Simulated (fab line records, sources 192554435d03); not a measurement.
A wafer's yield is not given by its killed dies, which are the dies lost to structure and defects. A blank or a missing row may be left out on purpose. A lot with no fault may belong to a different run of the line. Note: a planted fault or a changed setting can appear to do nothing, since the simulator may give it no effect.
fab line records	flow n5_finfet
[record] lots = 24	wafers = 72	last_day = 20
route steps=1938 shown BEOL_M3@954 BEOL_M4@1023
lots that met no fault: taken from a fault-free run of the same line
start_h: hours from the record's opening day to when the first of the lot's shown wafers began	wait_h: hours from the lot's prior step to this one	" unchanged from the row above	L1.1+2: a single row standing in for several wafers	- no value present, or no start provided	* or withheld: withheld	< > ~ a bound
route shown NAME@n: names a module that has steps shown in the file, with the first one's number in the route	usual: average and standard deviation across the fault-free wafers	same: alike in all rows	chamber/n: place in a boat	sites: the reading at each site	_std_site: their standard deviation	_edge_site: the outer-site mean with the inner-site mean subtracted	radius_mm: for every site, how far away it sits from the centre of the wafer	mask NAME#n: copy n	behind: tool/chamber where the wafer was last shaped	hold: cause of the lot's hold/its duration in hours/its outcome	device: the transistor (n, p or np) that didn't switch	end of line: the route-end tests of the same wafers	step lacking rows: just its recipe	killed: dies lost to structure and defects at the first sort, not the wafer's yield	map: dies across one wafer; x = killed, . = not, _ = none there
set.NAME: the setting that was run; set.NAME@STEP: the one run at that earlier step	model.NAME: the simulator's own value behind a step, which no gauge read
a sample of lots followed through the steps of the route, with each step as a table and each wafer as a row
services: from which hour (start_h, from the record's first day; less than 0 if before it) a tool's chamber was out of use, for how many hours, and why
[[steps]]
[step N5_BEOL_M3_HM_OPEN_17]
[recipe] chemistry = Cl2/BCl3	target_depth_a = 200	overetch_a = 60	target = TiN	mask_material = SOC	ion_energy_ev = 150	pressure_mtorr = 10	icp_w = 1000	bias_w = 126	Cl2_flow_sccm = 53.25	bcl3_flow_sccm = 21.75	Ar_flow_sccm = 25
[usual] bias_w = 126.0/0.37	drypump_motor_current_A = 5.9/0.36	mfc_ar_sccm = 24.99/0.075	oes_product_au = 0.70/0.046	throttle_valve_pct = 22.15/0.15
lot.wafer	tool	chamber	start_h	wait_h	bias_w	drypump_motor_current_A	mfc_ar_sccm	oes_product_au	rf_hours_counter_h	throttle_valve_pct
L075.2	rie_metal-02	1	144.20	0.1	126.3	5.3	24.96	0.72	-	22.37
L075.5	"	1	"	"	126.3	5.3	24.86	0.71	-	22.37
L075.6	"	1	"	"	126.1	5.3	24.93	0.72	-	22.37
L074.2	rie_metal-01	1	153.71	0.1	125.6	6.2	25.01	0.68	-	22.07
L074.4	"	1	"	"	125.1	6.2	25.03	0.68	-	22.08
L074.6	"	1	"	"	125.3	6.2	25.04	0.69	-	22.07
L076.2	rie_metal-02	1	159.78	0.0	126.3	5.3	24.95	0.72	18	22.37
L076.3	"	1	"	"	125.8	5.3	24.97	0.72	-	22.38
L076.4	"	0	"	"	126.2	6.2	25.00	0.77	-	22.13
L077.2	rie_metal-03	0	160.78	0.0	126.0	6.0	24.95	0.64	46	21.91
L077.4	"	1	"	"	126.3	5.9	24.90	0.72	-	22.19
L077.5	"	1	"	"	125.6	5.9	24.94	0.72	-	22.21
L078.1	rie_metal-02	1	169.72	0.0	125.7	5.3	24.99	0.72	18	22.36
L078.2	"	0	"	"	126.3	6.2	25.06	0.78	8	22.13
L078.6	"	0	"	"	126.6	6.2	24.97	0.77	-	22.12
L079.2	rie_metal-03	0	178.14	0.0	125.7	6.0	25.06	0.63	48	21.91
L079.3	"	1	"	"	125.9	6.0	25.05	0.72	-	22.21
L079.4	"	0	"	"	125.8	6.0	24.96	0.63	-	21.94
L080.1	rie_metal-03	0	178.36	0.0	126.8	6.0	24.98	0.64	48	21.92
L080.3	"	0	"	"	126.3	6.0	24.99	0.63	-	21.93
L080.4	"	1	"	"	125.8	5.9	25.07	0.71	-	22.20
L081.3	rie_metal-02	0	185.87	0.1	125.8	6.2	25.07	0.77	-	22.13
L081.5	"	1	"	"	125.8	5.3	25.06	0.72	-	22.37
L081.6	"	0	"	"	125.6	6.2	25.23	0.76	-	22.12
L082.1	rie_metal-02	0	196.11	0.0	125.9	6.2	25.04	0.76	11	22.13
L082.3	"	1	"	"	126.5	5.3	24.86	0.71	-	22.38
L082.5	"	1	"	"	126.7	5.3	24.97	0.71	-	22.38
L083.3	rie_metal-01	0	201.98	0.1	126.4	5.6	25.02	0.79	-	22.01
L083.4	"	1	"	"	125.4	6.2	25.04	0.67	-	22.08
L083.5	"	1	"	"	125.7	6.2	25.01	0.68	-	22.08
L084.2	rie_metal-01	1	209.12	0.0	126.1	6.2	25.02	0.68	34	22.09
L084.5	"	0	"	"	125.4	5.6	25.08	0.79	-	22.00
L084.6	"	1	"	"	126.2	6.2	24.91	0.67	-	22.10
L085.1	rie_metal-02	1	212.64	0.0	125.5	5.3	24.97	0.71	22	22.36
L085.3	"	0	"	"	125.4	6.2	24.97	0.76	-	22.14
L085.6	"	1	"	"	126.1	5.3	25.03	0.70	-	22.38
L087.1	rie_metal-01	1	267.71	0.0	126.2	6.2	24.96	0.64	41	22.11
L087.2	"	0	"	"	126.0	5.6	25.00	0.74	12	22.02
L087.5	"	1	"	"	125.7	6.2	25.03	0.65	-	22.11
L088.1	rie_metal-01	0	272.94	0.0	125.5	5.6	24.90	0.76	12	22.01
L088.2	"	1	"	"	127.1	6.2	24.88	0.64	41	22.12
L088.4	"	1	"	"	126.6	6.2	25.01	0.65	-	22.12
L086.1	rie_metal-01	0	273.16	0.0	126.3	5.6	24.88	0.73	12	22.03
L086.5	"	1	"	"	125.7	6.2	24.93	0.66	-	22.10
L086.6	"	0	"	"	126.2	5.6	24.96	0.74	-	22.03
L095.3	rie_metal-01	1	275.23	0.1	126.6	6.2	25.05	0.65	-	22.10
L095.5	"	0	"	"	126.5	5.6	25.10	0.74	-	22.03
L095.6	"	1	"	"	125.9	6.2	25.03	0.65	-	22.10
L096.1	rie_metal-02	0	276.08	0.0	126.1	6.2	24.91	0.74	18	22.14
L096.5	"	1	"	"	125.7	5.3	24.99	0.69	-	22.38
L096.6	"	0	"	"	125.5	6.2	25.00	0.74	-	22.13
L089.3	rie_metal-01	1	278.62	0.1	126.2	6.2	24.80	0.66	-	22.10
L089.4	"	0	"	"	126.2	5.6	25.08	0.72	-	22.03
L089.6	"	0	"	"	125.8	5.6	24.99	0.75	-	22.01
L091.3	rie_metal-02	0	278.84	0.1	126.3	6.2	24.94	0.74	-	22.15
L091.5	"	0	"	"	126.4	6.2	25.01	0.72	-	22.15
L091.6	"	1	"	"	125.7	5.3	25.04	0.69	-	22.38
L093.3	rie_metal-02	0	279.42	0.1	126.1	6.2	25.15	0.72	-	22.13
L093.4	"	1	"	"	126.0	5.3	25.01	0.68	-	22.41
L093.6	"	0	"	"	125.9	6.2	24.99	0.72	-	22.16
L094.1	rie_metal-01	1	281.46	0.0	125.6	6.2	24.98	0.65	42	22.10
L094.4	"	1	"	"	125.7	6.2	25.09	0.65	-	22.10
L094.5	"	1	"	"	125.7	6.2	24.95	0.65	-	22.10
L090.2	rie_metal-03	0	281.67	0.0	126.2	6.0	25.02	0.60	58	21.96
L090.4	"	1	"	"	126.6	5.9	25.07	0.68	-	22.25
L090.5	"	0	"	"	125.9	6.0	24.88	0.61	-	21.95
L092.1	rie_metal-02	0	282.07	0.0	125.9	6.2	25.10	0.73	18	22.14
L092.3	"	0	"	"	126.2	6.2	25.03	0.72	-	22.14
L092.5	"	0	"	"	125.5	6.2	25.15	0.73	-	22.14
L097.4	rie_metal-03	1	284.67	0.1	125.8	6.0	24.96	0.68	-	22.23
L097.5	"	0	"	"	125.8	6.0	25.09	0.61	-	21.94
L097.6	"	1	"	"	126.3	6.0	24.86	0.68	-	22.23
[step N5_BEOL_M3_STRIP_19]
[recipe] chemistry = O2	power_w = 400	temp_c = 40	pressure_mtorr = 30	rf_frequency_hz = 6e+07	bias_power_w = 0	overash_fraction = 0.2	o2_flow_sccm = 225
[usual] drypump_motor_current_A = 5.8/0.38	oes_product_au = 0.79/0.091	rf_vpp_V = 3.6/0.46	showerhead_plenum_p_Torr = 2.10/0.064	temp_c = 40.00/0.11	throttle_valve_pct = 16.70/0.17
lot.wafer	tool	chamber	start_h	wait_h	drypump_motor_current_A	oes_product_au	rf_hours_counter_h	rf_vpp_V	showerhead_plenum_p_Torr	temp_c	throttle_valve_pct
L075.2	rie_diel-03	1	144.37	0.1	5.2	0.66	248	4.4	2.14	39.96	16.99
L075.5	"	1	"	"	5.2	0.66	-	3.8	2.14	39.91	17.00
L075.6	"	0	"	"	5.5	0.73	-	3.2	2.01	40.14	16.97
L074.2	rie_diel-04	2	154.00	0.3	6.0	0.71	213	3.3	2.09	40.08	16.62
L074.4	"	3	"	"	6.1	0.92	36	4.0	2.07	40.03	16.55
L074.6	"	1	"	"	5.4	0.81	-	4.2	2.03	39.91	16.72
L076.2	rie_diel-03	2	160.01	0.2	5.7	0.68	228	3.9	2.07	40.02	17.04
L076.3	"	0	"	"	5.5	0.73	167	3.8	2.01	40.18	16.95
L076.4	"	0	"	"	5.5	0.74	-	3.7	2.01	39.91	16.96
L077.2	rie_diel-03	3	161.14	0.3	5.7	0.68	240	3.4	2.15	39.95	16.92
L077.4	"	3	"	"	5.7	0.68	-	4.3	2.15	40.01	16.91
L077.5	"	2	"	"	5.7	0.67	-	3.9	2.07	40.09	17.04
L078.1	rie_diel-04	0	169.83	0.1	5.6	0.71	193	4.1	2.08	40.09	16.74
L078.2	"	3	"	"	6.0	0.90	40	3.3	2.06	39.79	16.51
L078.6	"	3	"	"	6.1	0.90	-	3.7	2.06	39.82	16.54
L079.2	rie_diel-02	2	178.29	0.1	6.3	0.86	37	2.6	2.16	40.14	16.53
L079.3	"	3	"	"	5.5	0.89	27	3.5	2.24	40.01	16.53
L079.4	"	1	"	"	6.4	0.72	184	3.3	2.09	39.95	16.58
L080.1	rie_diel-04	0	178.47	0.1	5.5	0.71	195	4.5	2.08	39.91	16.76
L080.3	"	1	"	"	5.4	0.81	85	2.7	2.03	40.04	16.74
L080.4	"	3	"	"	6.1	0.90	42	3.7	2.06	39.90	16.53
L081.3	rie_diel-02	2	185.95	0.1	6.4	0.87	40	4.5	2.16	39.88	16.51
L081.5	"	2	"	"	6.3	0.87	-	3.0	2.16	39.90	16.54
L081.6	"	3	"	"	5.5	0.89	-	2.7	2.24	40.03	16.53
L082.1	rie_diel-02	2	196.22	0.1	6.4	0.86	44	4.2	2.16	39.95	16.55
L082.3	"	0	"	"	6.3	0.71	190	3.5	2.08	40.14	16.70
L082.5	"	0	"	"	6.3	0.71	-	3.4	2.08	40.06	16.69
L083.3	rie_diel-04	2	202.06	0.1	6.0	0.70	226	3.7	2.08	39.80	16.62
L083.4	"	3	"	"	6.0	0.88	49	3.9	2.06	39.90	16.55
L083.5	"	1	"	"	5.4	0.81	-	3.5	2.03	39.98	16.74
L084.2	rie_diel-03	1	209.23	0.1	5.2	0.92	13	3.2	2.13	40.04	16.56
L084.5	"	1	"	"	5.2	0.93	-	4.2	2.13	40.09	16.55
L084.6	"	0	"	"	5.5	0.72	-	3.9	2.00	39.91	17.01
L085.1	rie_diel-02	3	212.87	0.2	5.5	0.88	37	3.0	2.24	40.02	16.55
L085.3	"	0	"	"	6.3	0.70	194	3.9	2.08	40.05	16.71
L085.6	"	2	"	"	6.4	0.86	-	3.9	2.15	39.94	16.55
L087.1	rie_diel-03	1	267.82	0.1	5.3	0.88	36	4.4	2.12	40.16	16.62
L087.2	"	2	"	"	5.7	0.95	4	3.4	2.06	39.83	16.57
L087.5	"	1	"	"	5.2	0.88	-	4.5	2.12	39.90	16.60
L088.1	rie_diel-03	0	273.05	0.1	5.5	0.71	208	4.0	2.00	39.92	17.05
L088.2	"	2	"	"	5.7	0.95	5	4.4	2.06	39.98	16.59
L088.4	"	1	"	"	5.2	0.88	37	3.5	2.12	39.94	16.60
L086.1	rie_diel-03	3	273.27	0.1	5.7	0.89	25	3.3	2.14	39.95	16.51
L086.5	"	2	"	"	5.7	0.95	-	3.3	2.06	40.00	16.59
L086.6	"	3	"	"	5.7	0.89	-	3.3	2.14	39.98	16.51
L095.3	rie_diel-02	0	275.32	0.1	6.3	0.69	214	3.1	2.07	39.92	16.75
L095.5	"	1	"	"	6.4	0.71	-	2.7	2.08	39.92	16.63
L095.6	"	0	"	"	6.3	0.68	-	4.0	2.07	39.96	16.75
L096.1	rie_diel-04	2	276.19	0.1	6.0	0.68	250	4.0	2.07	40.00	16.68
L096.5	"	1	"	"	5.4	0.77	-	3.5	2.02	39.85	16.79
L096.6	"	0	"	"	5.5	0.68	-	3.9	2.07	40.20	16.82
L089.3	rie_diel-04	1	278.70	0.1	5.4	0.77	117	3.6	2.02	40.06	16.80
L089.4	"	1	"	"	5.4	0.78	-	3.8	2.02	40.10	16.83
L089.6	"	3	"	"	6.0	0.86	-	4.3	2.05	39.96	16.58
L091.3	rie_diel-02	2	278.92	0.1	6.4	0.83	70	4.5	2.15	39.94	16.59
L091.5	"	0	"	"	6.3	0.69	-	3.5	2.07	40.11	16.75
L091.6	"	1	"	"	6.4	0.70	-	2.6	2.08	39.96	16.65
L093.3	rie_diel-02	0	279.55	0.1	6.3	0.69	216	3.5	2.07	39.93	16.74
L093.4	"	3	"	"	5.6	0.85	58	3.8	2.23	39.83	16.57
L093.6	"	0	"	"	6.3	0.68	-	4.0	2.07	39.98	16.73
L094.1	rie_diel-02	2	281.60	0.1	6.3	0.82	71	4.0	2.15	40.12	16.61
L094.4	"	3	"	"	5.5	0.85	59	3.4	2.23	39.90	16.59
L094.5	"	3	"	"	5.5	0.84	-	2.8	2.23	39.91	16.57
L090.2	rie_diel-03	1	281.78	0.1	5.2	0.87	39	4.1	2.12	39.90	16.62
L090.4	"	3	"	"	5.7	0.89	28	3.6	2.14	40.02	16.52
L090.5	"	2	"	"	5.7	0.95	-	3.4	2.06	39.78	16.60
L092.1	rie_diel-03	3	282.18	0.1	5.7	0.89	28	3.4	2.14	39.93	16.52
L092.3	"	1	"	"	5.2	0.88	39	3.2	2.12	39.92	16.60
L092.5	"	2	"	"	5.7	0.96	-	4.1	2.06	39.99	16.60
L097.4	rie_diel-03	2	284.75	0.1	5.7	0.94	8	3.3	2.06	40.04	16.59
L097.5	"	2	"	"	5.7	0.94	-	3.9	2.06	40.13	16.58
L097.6	"	3	"	"	5.7	0.87	-	3.3	2.14	39.84	16.52
[step N5_BEOL_M3_CD_MEAS_28]
[recipe] target_cd_nm = 25.7	landing_energy_ev = 500	detector = se_inlens	target_cd_y_nm = 23.3	polarity = opening
[usual] cd_nm = 25.77/0.24
lot.wafer	tool	chamber	start_h	wait_h	cd_nm
L075.2	cd_sem-02	0	144.76	-	26.23
L075.5	"	0	"	"	25.69
L075.6	"	0	"	"	26.04
L074.2	cd_sem-03	0	154.39	-	25.91
L074.4	"	0	"	"	26.17
L074.6	"	0	"	"	25.54
L076.2	cd_sem-02	0	160.53	-	25.54
L076.3	"	0	"	"	26.30
L076.4	"	0	"	"	25.71
L077.2	cd_sem-01	0	161.53	-	25.86
L077.4	"	0	"	"	25.94
L077.5	"	0	"	"	25.85
L078.1	cd_sem-02	0	170.34	-	25.42
L078.2	"	0	"	"	25.60
L078.6	"	0	"	"	25.69
L079.2	cd_sem-03	0	178.68	-	26.00
L079.3	"	0	"	"	26.24
L079.4	"	0	"	"	26.06
L080.1	cd_sem-01	0	178.86	-	26.04
L080.3	"	0	"	"	25.17
L080.4	"	0	"	"	25.25
L081.3	cd_sem-01	0	186.46	-	25.47
L081.5	"	0	"	"	25.51
L081.6	"	0	"	"	25.35
L082.1	cd_sem-01	0	196.73	-	25.85
L082.3	"	0	"	"	25.68
L082.5	"	0	"	"	25.84
L083.3	cd_sem-01	0	202.45	-	25.36
L083.4	"	0	"	"	25.93
L083.5	"	0	"	"	25.40
L084.2	cd_sem-02	0	211.69	-	26.12
L084.5	"	0	"	"	25.65
L084.6	"	0	"	"	25.81
L085.1	cd_sem-02	0	213.26	-	25.58
L085.3	"	0	"	"	25.28
L085.6	"	0	"	"	25.44
L087.1	cd_sem-01	0	268.21	-	25.88
L087.2	"	0	"	"	25.80
L087.5	"	0	"	"	26.22
L088.1	cd_sem-01	0	273.44	-	25.85
L088.2	"	0	"	"	25.56
L088.4	"	0	"	"	25.53
L086.1	cd_sem-01	0	273.66	-	25.87
L086.5	"	0	"	"	26.05
L086.6	"	0	"	"	25.72
L095.3	cd_sem-01	0	275.84	-	25.79
L095.5	"	0	"	"	26.00
L095.6	"	0	"	"	25.83
L096.1	cd_sem-01	0	276.58	-	25.92
L096.5	"	0	"	"	26.14
L096.6	"	0	"	"	26.27
L089.3	cd_sem-02	0	279.22	-	25.65
L089.4	"	0	"	"	25.60
L089.6	"	0	"	"	25.85
L091.3	cd_sem-01	0	279.32	-	25.92
L091.5	"	0	"	"	25.70
L091.6	"	0	"	"	25.57
L093.3	cd_sem-03	0	280.06	-	25.86
L093.4	"	0	"	"	25.51
L093.6	"	0	"	"	25.49
L094.1	cd_sem-03	0	281.98	-	25.56
L094.4	"	0	"	"	25.77
L094.5	"	0	"	"	25.43
L090.2	cd_sem-01	0	282.29	-	25.85
L090.4	"	0	"	"	26.36
L090.5	"	0	"	"	26.00
L092.1	cd_sem-02	0	282.69	-	25.96
L092.3	"	0	"	"	26.03
L092.5	"	0	"	"	25.71
L097.4	cd_sem-01	0	285.27	-	25.61
L097.5	"	0	"	"	25.85
L097.6	"	0	"	"	25.81
[step N5_BEOL_M3_INSPECT_30]
[recipe] mode = adi	inspect_instrument = brightfield
[usual] raw_defect_count = 408/100
lot.wafer	tool	chamber	start_h	wait_h	raw_defect_count
L075.2	defect_inspect-01	-	144.85	0.0	449
L075.5	"	-	"	"	384
L075.6	"	-	"	"	376
L074.2	defect_inspect-01	-	154.48	0.0	479
L074.4	"	-	"	"	441
L074.6	"	-	"	"	505
L076.2	defect_inspect-01	-	160.61	0.0	417
L076.3	"	-	"	"	330
L076.4	"	-	"	"	451
L077.2	defect_inspect-02	-	161.62	0.0	634
L077.4	"	-	"	"	561
L077.5	"	-	"	"	400
L078.1	defect_inspect-01	-	170.43	0.1	377
L078.2	"	-	"	"	426
L078.6	"	-	"	"	276
L079.2	defect_inspect-01	-	178.77	0.0	341
L079.3	"	-	"	"	236
L079.4	"	-	"	"	371
L080.1	defect_inspect-02	-	178.95	0.1	534
L080.3	"	-	"	"	544
L080.4	"	-	"	"	470
L081.3	defect_inspect-02	-	186.55	0.0	442
L081.5	"	-	"	"	493
L081.6	"	-	"	"	515
L082.1	defect_inspect-02	-	196.82	0.1	472
L082.3	"	-	"	"	640
L082.5	"	-	"	"	515
L083.3	defect_inspect-02	-	202.54	0.0	284
L083.4	"	-	"	"	258
L083.5	"	-	"	"	360
L084.2	defect_inspect-02	-	211.77	0.0	300
L084.5	"	-	"	"	254
L084.6	"	-	"	"	306
L085.1	defect_inspect-01	-	213.35	0.1	258
L085.3	"	-	"	"	251
L085.6	"	-	"	"	299
L087.1	defect_inspect-02	-	268.30	0.1	461
L087.2	"	-	"	"	348
L087.5	"	-	"	"	529
L088.1	defect_inspect-02	-	273.52	0.1	413
L088.2	"	-	"	"	540
L088.4	"	-	"	"	623
L086.1	defect_inspect-01	-	273.75	0.1	315
L086.5	"	-	"	"	355
L086.6	"	-	"	"	315
L095.3	defect_inspect-02	-	275.93	0.0	399
L095.5	"	-	"	"	321
L095.6	"	-	"	"	401
L096.1	defect_inspect-01	-	276.67	0.1	416
L096.5	"	-	"	"	389
L096.6	"	-	"	"	410
L089.3	defect_inspect-01	-	279.30	0.0	474
L089.4	"	-	"	"	326
L089.6	"	-	"	"	345
L091.3	defect_inspect-01	-	279.40	0.0	342
L091.5	"	-	"	"	357
L091.6	"	-	"	"	267
L093.3	defect_inspect-01	-	280.15	0.0	365
L093.4	"	-	"	"	353
L093.6	"	-	"	"	465
L094.1	defect_inspect-01	-	282.07	0.1	379
L094.4	"	-	"	"	401
L094.5	"	-	"	"	490
L090.2	defect_inspect-02	-	282.38	0.0	445
L090.4	"	-	"	"	420
L090.5	"	-	"	"	393
L092.1	defect_inspect-01	-	282.78	0.1	633
L092.3	"	-	"	"	554
L092.5	"	-	"	"	452
L097.4	defect_inspect-01	-	285.35	0.0	442
L097.5	"	-	"	"	504
L097.6	"	-	"	"	604
[step N5_BEOL_M3_CD_MEAS_35]
[recipe] target_cd_nm = 18	target_cd_y_nm = 21	polarity = opening
[usual] cd_nm = 18.1/0.39
lot.wafer	tool	chamber	start_h	wait_h	cd_nm
L075.2	cd_sem-02	-	152.13	0.0	18.1
L075.5	"	-	"	"	18.3
L075.6	"	-	"	"	18.8
L074.2	cd_sem-01	-	156.21	0.0	18.6
L074.4	"	-	"	"	18.6
L074.6	"	-	"	"	18.1
L076.2	cd_sem-03	-	167.34	0.0	19.0
L076.3	"	-	"	"	18.8
L076.4	"	-	"	"	18.1
L077.2	cd_sem-03	-	172.28	0.0	18.9
L077.4	"	-	"	"	18.6
L077.5	"	-	"	"	18.4
L078.1	cd_sem-01	-	177.70	0.0	18.2
L078.2	"	-	"	"	17.6
L078.6	"	-	"	"	17.9
L079.2	cd_sem-01	-	181.54	0.0	18.0
L079.3	"	-	"	"	18.1
L079.4	"	-	"	"	18.1
L080.1	cd_sem-03	-	184.28	0.0	18.2
L080.3	"	-	"	"	18.8
L080.4	"	-	"	"	18.7
L081.3	cd_sem-01	-	187.78	0.0	18.6
L081.5	"	-	"	"	18.1
L081.6	"	-	"	"	17.9
L082.1	cd_sem-02	-	200.94	0.0	17.5
L082.3	"	-	"	"	18.2
L082.5	"	-	"	"	18.2
L083.3	cd_sem-01	-	203.60	0.0	18.2
L083.4	"	-	"	"	17.8
L083.5	"	-	"	"	18.2
L084.2	cd_sem-03	-	212.67	0.0	17.9
L084.5	"	-	"	"	18.5
L084.6	"	-	"	"	17.9
L085.1	cd_sem-03	-	215.32	0.0	18.7
L085.3	"	-	"	"	18.0
L085.6	"	-	"	"	18.7
L087.1	cd_sem-02	-	269.33	0.0	18.1
L087.2	"	-	"	"	17.7
L087.5	"	-	"	"	17.7
L088.1	cd_sem-01	-	277.89	0.0	18.1
L088.2	"	-	"	"	18.4
L088.4	"	-	"	"	17.9
L086.1	cd_sem-01	-	277.91	0.0	18.0
L086.5	"	-	"	"	18.0
L086.6	"	-	"	"	18.4
L089.3	cd_sem-02	-	282.27	0.0	17.2
L089.4	"	-	"	"	17.6
L089.6	"	-	"	"	17.6
L091.3	cd_sem-01	-	283.85	0.0	18.1
L091.5	"	-	"	"	18.1
L091.6	"	-	"	"	18.5
L095.3	cd_sem-03	-	283.91	0.0	17.7
L095.5	"	-	"	"	18.5
L095.6	"	-	"	"	18.2
L096.1	cd_sem-01	-	284.08	0.0	17.3
L096.5	"	-	"	"	17.3
L096.6	"	-	"	"	17.9
L093.3	cd_sem-03	-	286.88	0.0	18.0
L093.4	"	-	"	"	18.6
L093.6	"	-	"	"	18.3
L090.2	cd_sem-02	-	288.21	0.0	18.4
L090.4	"	-	"	"	18.1
L090.5	"	-	"	"	18.2
L094.1	cd_sem-01	-	288.27	0.0	17.9
L094.4	"	-	"	"	17.5
L094.5	"	-	"	"	17.9
L092.1	cd_sem-01	-	288.65	0.0	17.8
L092.3	"	-	"	"	18.3
L092.5	"	-	"	"	18.0
L097.4	cd_sem-03	-	293.85	0.0	18.0
L097.5	"	-	"	"	17.9
L097.6	"	-	"	"	17.9
[step N5_BEOL_M4_PECVD_72]
[recipe] material = SiO2	target_thk_a = 160	temp_c = 400	precursor = TEOS/O2	pressure_torr = 5.5	rf_w = 450	teos_flow_sccm = 53.8	gas = O2	flow_sccm = 3000	time_s = 18
[usual] chamber_pressure_Torr = 5.500/0.012	heater_power_w = 678/74	showerhead_plenum_p_Torr = 8.76/0.065	throttle_valve_pct = 22.4/1.3
lot.wafer	tool	chamber	start_h	wait_h	chamber_pressure_Torr	heater_power_w	showerhead_plenum_p_Torr	since_wet_clean_h	throttle_valve_pct
L075.2	pecvd-01	0	156.31	0.0	5.480	729	8.75	679	23.5
L075.5	"	0	"	"	5.496	736	8.73	-	23.5
L075.6	"	1	"	"	5.515	622	8.84	-	24.2
L074.2	pecvd-01	0	160.33	0.0	5.487	689	8.74	683	23.7
L074.4	"	2	"	"	5.491	600	8.82	-	21.5
L074.6	"	1	"	"	5.512	687	8.83	-	24.1
L076.2	pecvd-01	2	172.21	0.0	5.518	504	8.78	2145	21.2
L076.3	"	0	"	"	5.500	602	8.75	695	23.5
L076.4	"	0	"	"	5.486	607	8.71	-	23.4
L077.2	pecvd-04	0	178.38	0.0	5.495	676	8.85	1245	21.7
L077.4	"	2	"	"	5.518	788	8.76	-	21.6
L077.5	"	1	"	"	5.496	820	8.74	-	24.4
L078.1	pecvd-01	2	181.47	0.0	5.494	588	8.78	2154	21.5
L078.2	"	1	"	"	5.476	627	8.86	1429	23.9
L078.6	"	2	"	"	5.484	592	8.80	-	21.4
L079.2	pecvd-01	2	185.94	0.0	5.511	541	8.80	2159	21.5
L079.3	"	1	"	"	5.482	674	8.84	1434	24.4
L079.4	"	2	"	"	5.508	526	8.79	-	21.7
L080.1	pecvd-03	0	188.35	0.0	5.536	756	8.81	1073	22.6
L080.3	"	1	"	"	5.486	701	8.63	1798	20.9
L080.4	"	0	"	"	5.509	756	8.76	-	22.4
L081.3	pecvd-03	0	191.89	0.0	5.500	749	8.77	1077	22.4
L081.5	"	1	"	"	5.476	659	8.62	-	21.1
L081.6	"	2	"	"	5.508	656	8.66	-	21.1
L082.1	pecvd-03	1	204.70	0.0	5.494	601	8.62	1815	21.0
L082.3	"	0	"	"	5.501	830	8.78	1090	22.6
L082.5	"	1	"	"	5.506	590	8.62	-	20.8
L083.3	pecvd-01	1	208.03	0.1	5.493	612	8.82	-	24.0
L083.4	"	0	"	"	5.500	689	8.73	-	23.4
L083.5	"	0	"	"	5.520	691	8.76	-	23.5
L084.2	pecvd-03	1	216.78	0.0	5.483	582	8.64	1827	21.2
L084.5	"	2	"	"	5.495	684	8.67	-	21.2
L084.6	"	1	"	"	5.470	590	8.62	-	20.9
L085.1	pecvd-01	1	219.84	0.0	5.490	626	8.82	1467	24.0
L085.3	"	0	"	"	5.500	692	8.72	-	23.8
L085.6	"	1	"	"	5.474	647	8.81	-	23.8
L087.1	pecvd-04	0	273.31	0.0	5.520	643	8.81	1340	21.4
L087.2	"	1	"	"	5.504	736	8.77	2065	24.4
L087.5	"	0	"	"	5.503	652	8.81	-	21.8
L088.1	pecvd-03	1	282.37	0.0	5.485	733	8.65	1892	21.3
L088.2	"	0	"	"	5.518	752	8.77	1167	22.3
L088.4	"	0	"	"	5.515	718	8.78	-	22.6
L086.1	pecvd-04	1	283.60	0.0	5.493	768	8.74	2075	24.3
L086.5	"	1	"	"	5.495	775	8.76	-	24.5
L086.6	"	2	"	"	5.489	747	8.75	-	21.8
L089.3	pecvd-03	2	287.50	0.0	5.488	691	8.66	419	21.6
L089.4	"	1	"	"	5.505	719	8.63	-	20.8
L089.6	"	0	"	"	5.522	719	8.77	-	22.2
L091.3	pecvd-04	1	287.88	0.0	5.488	778	8.78	2079	24.5
L091.5	"	0	"	"	5.487	578	8.81	-	21.8
L091.6	"	2	"	"	5.501	832	8.74	-	21.9
L095.3	pecvd-04	0	289.44	0.0	5.491	588	8.82	1356	21.6
L095.5	"	0	"	"	5.500	569	8.83	-	21.6
L095.6	"	2	"	"	5.514	803	8.75	-	21.9
L096.1	pecvd-01	1	289.59	0.0	5.500	708	8.84	1537	23.8
L096.5	"	1	"	"	5.493	710	8.83	-	24.2
L096.6	"	2	"	"	5.500	609	8.78	-	20.6
L093.3	pecvd-01	1	291.39	0.1	5.504	654	8.82	-	24.1
L093.4	"	2	"	"	5.500	594	8.76	-	20.5
L093.6	"	2	"	"	5.496	613	8.78	-	20.6
L090.2	pecvd-01	1	292.18	0.0	5.490	665	8.83	1540	24.0
L090.4	"	2	"	"	5.488	617	8.77	-	20.6
L090.5	"	2	"	"	5.488	632	8.77	-	20.9
L094.1	pecvd-04	1	293.24	0.0	5.500	692	8.76	2085	24.4
L094.4	"	1	"	"	5.509	711	8.77	-	24.3
L094.5	"	0	"	"	5.496	620	8.80	-	21.4
L092.1	pecvd-03	0	294.45	0.0	5.523	714	8.77	1180	22.4
L092.3	"	1	"	"	5.514	725	8.64	1905	20.9
L092.5	"	2	"	"	5.507	683	8.68	-	21.0
L097.4	pecvd-04	1	297.95	0.1	5.507	670	8.75	-	24.2
L097.5	"	2	"	"	5.503	795	8.75	-	21.8
L097.6	"	0	"	"	5.514	564	8.78	-	21.7
[[services]]
tool	chamber	start_h	hours	kind
rie_metal-01	-	125.10	0.7	repair
rie_metal-02	0	137.10	13.2	repair
rie_metal-01	-	137.60	1.4	pm
rie_metal-02	-	138.44	0.5	repair
pecvd-01	0	143.63	2.1	scheduled_down
rie_diel-03	1	151.97	-	clean
rie_diel-03	1	151.97	-	consumable_replace:focus_ring
rie_diel-03	1	151.97	16.5	scheduled_down
rie_diel-03	1	151.97	16.5	vent_cycle
rie_diel-02	1	157.61	19.4	repair
rie_diel-04	-	165.30	1.5	repair
rie_metal-03	0	166.05	1.4	repair
rie_diel-03	3	185.10	-	clean
rie_diel-03	3	185.10	-	consumable_replace:focus_ring
rie_diel-03	3	185.10	14.8	scheduled_down
rie_metal-03	0	187.29	8.3	repair
rie_diel-03	3	204.86	4.9	repair
rie_diel-03	2	206.36	7.5	repair
rie_metal-03	1	242.54	4.7	repair
rie_metal-03	0	253.58	10.4	repair
pecvd-03	2	275.27	8.4	repair
pecvd-04	-	289.65	1.4	repair
rie_diel-04	-	291.47	14.6	pm
pecvd-01	-	295.24	5.5	pm
[[key]]
fault none
